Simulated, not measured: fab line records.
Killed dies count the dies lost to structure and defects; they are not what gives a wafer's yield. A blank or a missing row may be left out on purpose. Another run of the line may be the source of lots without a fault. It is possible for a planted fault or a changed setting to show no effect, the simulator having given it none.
Which tool is to blame? -- flow n5-finfet -- at 1 step of a route of 1938, 12 lots with 36 wafers sampled

== WHAT EACH GAUGE READ, for each wafer ==
N5_BEOL_M15_CD_MEAS_17: the cd target is 360 nm.
lot,measured,on,cd-nm (nm)
L213,day 11 08:57,cd-sem-02,361.4 364.1 361.6
L214,day 11 20:59,cd-sem-01,362.0 359.4 361.4
L218,day 12 12:50,cd-sem-01,363.7 363.0 362.3
L219,day 12 19:24,cd-sem-03,365.1 361.9 363.3
L221,day 13 07:16,cd-sem-03,359.1 364.7 359.6
L223,day 13 22:23,cd-sem-02,359.8 360.8 362.1
L222,day 13 23:28,cd-sem-01,361.5 360.5 361.9
L224,day 14 11:25,cd-sem-01,363.7 362.0 363.8
L227,day 14 15:55,cd-sem-02,358.9 361.8 361.1
L228,day 15 07:44,cd-sem-03,359.9 359.8 360.7
L235,day 16 20:50,cd-sem-02,360.2 361.4 362.8
L236,day 17 17:35,cd-sem-03,362.0 359.7 362.3

== EACH LOT AND THE TOOL THAT RAN IT (in order: tool; ch and the chambers of the sampled wafers; start) ==
The record shows no process step preceding these readings.

== AS READ BY THE TOOLS THEMSELVES (means over the sampled wafers that have a number; for cases with no such wafer, the mark the record gives instead) ==
The record holds no such reading with a usual standard deviation.

== THE ANSWER, worked out from the rows above alone ==
Rule: what is usual is taken from the lots themselves. Put in order of their means at a reading, lots are off if they are a third of the lots or fewer, leave a main group of 4 or more, and stand apart from it by a gap of 3 or more times the standard deviation of the main group's means; of several such gaps the widest counts. The tables above print the reading to a certain number of digits; a main group whose means all agree to those digits is not used. Also off: a lot with no number at a reading for which 4 or more lots have one. All remaining lots with rows at the step are treated as sound. First the gauges in route order, then the tools' own readings, where a lot's mean is used as printed above. The first step at which some lot is off is used, and at that step the reading that is off furthest; a lot without a number counts as furthest.
No lot is off on any of the readings shown, so nothing can be concluded from this.

== WHAT THE SIMULATOR HAD PUT IN ==
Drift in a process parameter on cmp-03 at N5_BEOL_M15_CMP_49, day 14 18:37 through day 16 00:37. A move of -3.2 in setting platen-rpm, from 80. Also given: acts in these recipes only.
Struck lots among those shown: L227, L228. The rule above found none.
